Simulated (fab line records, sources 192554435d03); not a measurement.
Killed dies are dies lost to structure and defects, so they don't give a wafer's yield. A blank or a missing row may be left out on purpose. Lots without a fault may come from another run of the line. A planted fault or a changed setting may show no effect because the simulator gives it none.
fab line records | flow n5_finfet
record lots=9 wafers=27 last_day=17
route steps=1938 shown ILD0@344 SDB@363 HKMG_FIN@386 BEOL_M4@1111
lots that met no fault: from a run of the same line without faults
start_h: hours from the record's first day to the start of the lot's first wafer shown | wait_h: hours since the lot's step before | " the same as in the row above | L1.1+2: a row that stands for several wafers | - no value, or no start given | * or withheld: withheld | < > ~ a bound
route shown NAME@n: a module of which the file shows steps, and the number in the route of the first | usual: mean/standard deviation of fault-free wafers | same: alike in all rows | chamber/n: place in a boat | sites: the reading at each site | _std_site: their standard deviation | _edge_site: outer sites' mean less inner sites' | radius_mm: how far each site lies from the wafer's centre | mask NAME#n: copy n | behind: the tool/chamber that last shaped the wafer | hold: why the lot was held/for how many hours/how that ended | device: the transistor (n, p or np) that didn't switch | end of line: the same wafers' tests at the end of the route | a step without rows: its recipe alone | killed: dies lost to structure and defects at the first sort, not the wafer's yield | map: a wafer's dies, x killed, . not, _ none there
set.NAME: the setting as run; set.NAME@STEP: as run at that earlier step | model.NAME: the simulator's own value behind a step, which no gauge read
steps of the route over a sample of lots; a table a step, a row a wafer
services: from which hour (start_h, from the record's first day; less than 0 if before it) a tool's chamber was out of use, for how many hours, and why
## steps
# step N5_ILD0_CMP_12
# recipe stop_on=poly-Si material=SiNx t_overpolish_s=6 post_cmp_clean=alkaline_brush down_force_psi=2.5 platen_rpm=51.8 pad_velocity_m_s=1.0307 target_thk_nm=17.67
# usual motor_current_A=9.3/0.81 overpolish_run_s=5.999/0.0088 time_to_endpoint_s=28.1/2.3
# columns lot.wafer tool chamber start_h wait_h motor_current_A overpolish_run_s time_to_endpoint_s
L776.4 cmp-04 0 65.69 1.2 8.8 6.011 23.6
L776.6 " 1 " " 8.2 5.994 22.1
L776.5 " 2 " " 8.5 6.014 26.1
L777.3 cmp-04 3 72.74 1.1 10.1 5.986 26.4
L777.2 " 2 " " 8.0 6.011 26.6
L777.5 " 0 " " 9.0 5.986 22.6
L785.4 cmp-03 0 120.02 1.1 10.3 6.005 26.1
L785.3 " 1 " " 9.0 6.016 27.4
L785.5 " 1 " " 10.1 5.979 26.0
L786.2 cmp-04 1 125.14 1.1 8.4 6.001 29.3
L786.1 " 2 " " 8.7 5.994 30.3
L786.6 " 2 " " 8.5 6.000 30.6
L790.2 cmp-03 0 154.47 1.2 10.2 5.991 27.4
L790.1 " 1 " " 9.9 6.002 29.1
L790.6 " 1 " " 9.3 6.002 26.4
L792.3 cmp-04 0 162.35 1.2 8.7 6.000 32.4
L792.6 " 3 " " 10.0 5.985 33.0
L792.5 " 0 " " 9.0 5.979 30.8
L796.4 cmp-03 2 186.04 1.2 9.2 6.011 25.1
L796.6 " 1 " " 9.3 5.994 26.7
L796.5 " 2 " " 9.3 6.003 25.3
L798.2 cmp-04 1 197.20 1.1 8.9 5.992 29.1
L798.1 " 3 " " 10.2 6.010 30.9
L798.5 " 1 " " 9.0 5.999 29.0
L799.3 cmp-01 0 208.60 1.1 9.9 5.993 28.4
L799.2 " 1 " " 11.4 6.000 26.3
L799.4 " 2 " " 8.2 5.998 29.0
# step N5_SDB_STRIP_21
# recipe chemistry=CF4 resist=SiARC power_w=300 bias_power_w=75 pressure_mtorr=50 cf4_flow_sccm=150 rf_frequency_hz=6e+07
# usual drypump_motor_current_A=5.7/0.55 oes_product_au=0.81/0.087 rf_vpp_V=271.9/1.3 showerhead_plenum_p_Torr=1.83/0.05 throttle_valve_pct=13.54/0.24
# columns lot.wafer tool chamber start_h wait_h drypump_motor_current_A oes_product_au rf_hours_counter_h rf_vpp_V showerhead_plenum_p_Torr throttle_valve_pct
L776.4 rie_diel-04 2 66.78 0.0 5.7 0.82 71 271.9 1.82 13.57
L776.5 " 1 " " 6.6 0.77 - 271.7 1.87 13.77
L776.6 " 2 " " 5.7 0.82 - 272.1 1.82 13.59
L777.2 rie_diel-04 0 74.19 0.0 5.8 0.69 228 270.9 1.78 13.86
L777.3 " 3 " " 5.3 0.91 15 272.7 1.91 13.26
L777.5 " 0 " " 5.8 0.70 - 270.4 1.78 13.88
L785.3 rie_diel-02 0 121.18 0.0 6.2 0.66 256 269.0 1.70 13.82
L785.4 " 0 " " 6.2 0.66 - 268.1 1.70 13.82
L785.5 " 1 " " 4.9 0.84 - 271.7 1.82 13.34
L786.1 rie_diel-03 2 126.58 0.0 5.4 0.69 234 271.8 1.77 13.73
L786.2 " 1 " " 5.7 0.97 1 274.0 1.84 13.18
L786.6 " 1 " " 5.7 0.97 - 272.6 1.84 13.18
L790.1 rie_diel-02 2 155.46 0.0 5.5 0.92 12 271.5 1.76 13.22
L790.2 " 1 " " 4.9 0.82 79 271.4 1.81 13.36
L790.6 " 1 " " 4.9 0.82 - 271.8 1.81 13.36
L792.3 rie_diel-02 1 163.49 0.0 4.9 0.81 81 270.2 1.81 13.36
L792.5 " 0 " " 6.2 0.97 - 274.2 1.91 13.24
L792.6 " 1 " " 4.9 0.82 - 271.9 1.81 13.37
L796.4 rie_diel-04 0 187.11 0.0 5.8 0.96 2 270.3 1.77 13.36
L796.5 " 0 " " 5.8 0.97 - 271.7 1.77 13.36
L796.6 " 3 " " 5.4 0.84 - 274.8 1.89 13.37
L798.1 rie_diel-04 0 198.18 0.0 5.8 0.94 6 270.2 1.77 13.37
L798.2 " 1 " " 6.6 0.73 180 273.1 1.85 13.89
L798.5 " 1 " " 6.6 0.73 - 271.7 1.85 13.89
L799.2 rie_diel-02 1 210.12 0.0 4.9 0.80 97 270.7 1.81 13.41
L799.3 " 3 " " 4.7 0.72 207 271.0 1.78 13.67
L799.4 " 2 " " 5.5 0.88 29 271.6 1.76 13.26
# step N5_SDB_CMP_30
# recipe stop_on=poly-Si t_overpolish_s=1.54 post_cmp_clean=alkaline_brush down_force_psi=4.1491 platen_rpm=51.796 pad_velocity_m_s=1.0306 target_thk_nm=30
# usual motor_current_A=12.9/1.5 overpolish_run_s=1.540/0.0091 time_to_endpoint_s=15.8/1.8
# columns lot.wafer tool chamber start_h wait_h motor_current_A overpolish_run_s time_to_endpoint_s
L776.4 cmp-03 1 70.37 1.5 14.0 1.550 16.7
L776.6 " 3 " " 11.6 1.537 15.0
L776.5 " 0 " " 13.0 1.533 18.8
L777.2 cmp-01 2 77.90 1.4 11.8 1.533 19.7
L777.3 " 0 " " 13.0 1.535 14.8
L777.5 " 2 " " 11.3 1.537 15.7
L785.3 cmp-03 3 124.78 1.4 12.3 1.542 13.6
L785.4 " 0 " " 13.0 1.549 13.6
L785.5 " 3 " " 12.4 1.533 15.2
L786.2 cmp-02 2 129.94 1.4 10.2 1.528 16.7
L786.1 " 0 " " 11.3 1.523 17.0
L786.6 " 2 " " 11.1 1.562 14.4
L790.2 cmp-03 1 158.87 1.4 13.0 1.559 20.2
L790.1 " 2 " " 12.7 1.527 20.1
L790.6 " 0 " " 13.9 1.541 37.3
L792.3 cmp-03 1 166.88 1.5 13.4 1.531 35.1
L792.5 " 3 " " 11.7 1.547 17.1
L792.6 " 0 " " 14.0 1.542 33.4
L796.4 cmp-01 0 191.42 1.5 13.7 1.544 15.5
L796.6 " 1 " " 15.5 1.544 17.6
L796.5 " 2 " " 11.8 1.543 15.0
L798.1 cmp-01 1 201.71 1.4 15.6 1.558 16.2
L798.2 " 0 " " 13.8 1.528 17.9
L798.5 " 2 " " 11.7 1.547 17.5
L799.2 cmp-02 3 213.67 1.4 16.0 1.552 15.6
L799.3 " 0 " " 11.7 1.566 15.4
L799.4 " 2 " " 10.4 1.534 14.9
# step N5_HKMG_FIN_HK_ALD_01
# recipe material=HfO2 target_thk_a=16 temp_c=withheld ald_precursor_family=HfCl4 ald_co_reactant=H2O pulse_time_s=3 purge_time_s=3 co_reactant_purge_time_s=2.5 co_reactant_pulse_time_s=0.3 ald_cycles=30
# usual precursor_pulse_height_rel=0.996/0.018
# same pulse_time_s=3
# columns lot.wafer tool chamber start_h wait_h precursor_pulse_height_rel
L776.4 ald_hk-01 3 71.20 0.0 1.010
L776.5 " 1 " " 1.018
L776.6 " 2 " " 0.984
L777.2 ald_hk-02 2 78.94 0.0 0.958
L777.3 " 3 " " 0.972
L777.5 " 3 " " 0.974
L785.3 ald_hk-03 1 125.73 0.0 0.954
L785.4 " 0 " " 0.993
L785.5 " 3 " " 0.985
L786.1 ald_hk-03 3 130.81 0.0 0.990
L786.2 " 0 " " 0.992
L786.6 " 1 " " 1.000
L790.1 ald_hk-03 2 160.02 0.0 1.019
L790.2 " 3 " " 0.997
L790.6 " 3 " " 1.004
L792.3 ald_hk-01 1 167.72 0.0 0.995
L792.5 " 0 " " 1.009
L792.6 " 1 " " 1.003
L796.4 ald_hk-03 2 192.22 0.0 0.984
L796.5 " 3 " " 1.009
L796.6 " 2 " " 0.986
L798.1 ald_hk-01 1 202.62 0.0 0.983
L798.2 " 0 " " 1.029
L798.5 " 2 " " 1.001
L799.2 ald_hk-01 1 214.63 0.1 0.962
L799.3 " 3 " " 0.994
L799.4 " 2 " " 1.036
# step N5_BEOL_M4_RC_MEAS_101
# usual DIBL_N=36.2/1.4 DIBL_P=36.1/1.5 IOFF_N=0.153/0.02 IOFF_P=0.215/0.03 ION_N=672/8.6 ION_P=463/6.8 SS_N=71.5/0.47 SS_P=73.3/0.57 VT_N=250.6/2.4 VT_P=-249/3.2
# columns lot.wafer tool chamber start_h wait_h DIBL_N[mV/V] DIBL_P[mV/V] IOFF_N[nA/um] IOFF_P[nA/um] ION_N[uA/um] ION_P[uA/um] SS_N[mV/dec] SS_P[mV/dec] VT_N[mV] VT_P[mV]
L777.2 prober-02 0 169.79 0.2 34.2 34.5 0.138 0.227 667 469 71.9 73.4 252.3 -246
L777.3 " 0 " " 36.8 37.8 0.194 0.293 698 488 72.0 74.1 244.4 -244
L777.5 " 0 " " 33.5 33.2 0.126 0.204 671 473 71.0 73.4 253.8 -246
L776.4 prober-01 0 170.06 0.5 37.6 37.9 0.159 0.247 674 474 72.6 72.9 249.2 -247
L776.5 " 0 " " 37.6 38.2 0.161 0.259 665 465 72.1 73.1 249.9 -245
L776.6 " 0 " " 37.4 37.4 0.151 0.246 661 464 72.0 73.3 252.7 -247
L785.3 prober-01 0 214.21 0.3 35.6 37.4 0.153 0.196 662 455 70.7 72.7 250.1 -252
L785.4 " 0 " " 34.5 36.0 0.135 0.181 667 455 71.2 72.0 251.2 -253
L785.5 " 0 " " 36.8 39.1 0.185 0.229 685 465 72.3 73.3 245.4 -249
L786.1 prober-02 0 229.18 0.0 37.6 38.4 0.144 0.228 657 461 71.7 73.7 252.0 -246
L786.2 " 0 " " 39.3 39.5 0.178 0.256 687 476 71.7 74.3 250.2 -246
L786.6 " 0 " " 37.1 37.7 0.144 0.224 670 468 71.6 72.9 250.8 -249
L790.1 prober-01 0 246.42 0.0 36.4 34.2 0.148 0.204 672 460 71.7 72.3 250.5 -250
L790.2 " 0 " " 34.8 32.8 0.125 0.186 666 462 71.0 73.0 254.5 -249
L790.6 " 0 " " 36.8 35.0 0.151 0.219 671 464 71.2 72.6 252.0 -248
L792.3 prober-02 0 269.93 1.0 34.3 33.4 0.122 0.160 657 450 70.8 73.0 254.2 -257
L792.5 " 0 " " 35.7 34.8 0.139 0.177 666 453 71.0 72.7 251.7 -253
L792.6 " 0 " " 32.6 31.0 0.103 0.131 656 450 70.6 72.2 255.1 -259
L796.4 prober-02 0 287.11 0.5 33.4 33.3 0.105 0.157 659 456 71.1 72.7 254.6 -255
L796.5 " 0 " " 34.2 34.3 0.113 0.175 652 451 71.2 72.6 254.2 -251
L796.6 " 0 " " 37.0 37.3 0.147 0.210 681 467 71.7 73.5 253.8 -250
L798.1 prober-02 0 296.07 0.0 35.3 34.7 0.139 0.193 673 460 71.3 73.2 253.2 -250
L798.2 " 0 " " 34.6 34.2 0.141 0.188 679 464 70.8 74.3 253.1 -254
L798.5 " 0 " " 34.8 34.0 0.134 0.191 679 464 71.5 73.3 251.2 -251
L799.2 prober-01 0 302.39 0.2 34.1 35.2 0.146 0.200 676 467 70.4 73.2 249.4 -249
L799.3 " 0 " " 36.1 37.2 0.166 0.217 667 462 71.7 73.4 249.0 -247
L799.4 " 0 " " 35.6 36.6 0.160 0.213 676 461 71.5 73.7 250.4 -251
## services
# columns tool chamber start_h hours kind
cmp-01 - 49.70 1.3 repair
rie_diel-02 0 54.35 8.7 repair
cmp-03 - 59.84 4.0 pm
rie_diel-02 - 64.28 4.0 pm
rie_diel-03 - 65.92 2.8 pm
ald_hk-01 - 73.26 3.3 repair
cmp-02 - 90.90 1.4 repair
cmp-01 - 97.63 1.3 repair
cmp-04 - 99.42 1.5 repair
cmp-01 - 107.53 3.9 pm
cmp-04 - 119.65 4.0 pm
cmp-04 - 125.54 2.5 repair
rie_diel-03 3 130.40 1.7 repair
cmp-01 - 140.37 18.0 pm
cmp-02 - 148.02 6.0 pm
rie_diel-04 0 148.40 7.8 repair
rie_diel-04 2 154.57 4.1 repair
rie_diel-04 2 159.80 4.9 repair
cmp-03 - 181.29 1.4 repair
cmp-04 - 181.50 0.7 repair
rie_diel-04 2 190.24 6.7 repair
cmp-02 - 191.26 3.9 repair
ald_hk-03 - 206.79 8.7 pm
cmp-03 - 208.04 34.2 repair
## key
first_sign step=N5_SDB_CMP_30 reading=time_to_endpoint_s direction=up sigmas=11 usual=* struck=*
effect none on later readings
met_at N5_SDB_CMP_30
struck_lots L790,L792
struck_wafers L790.6,L792.3,L792.6
not_acting_at N5_ILD0_CMP_12,N5_SDB_STRIP_21,N5_HKMG_FIN_HK_ALD_01
onset_between 124.78 158.87
fault kind=process_parameter_drift tool=cmp-03 chamber=- onset_h=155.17 steps=N5_SDB_CMP_30 channel=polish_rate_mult offset=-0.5 shape=step end_h=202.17 scope=struck_wafers_only
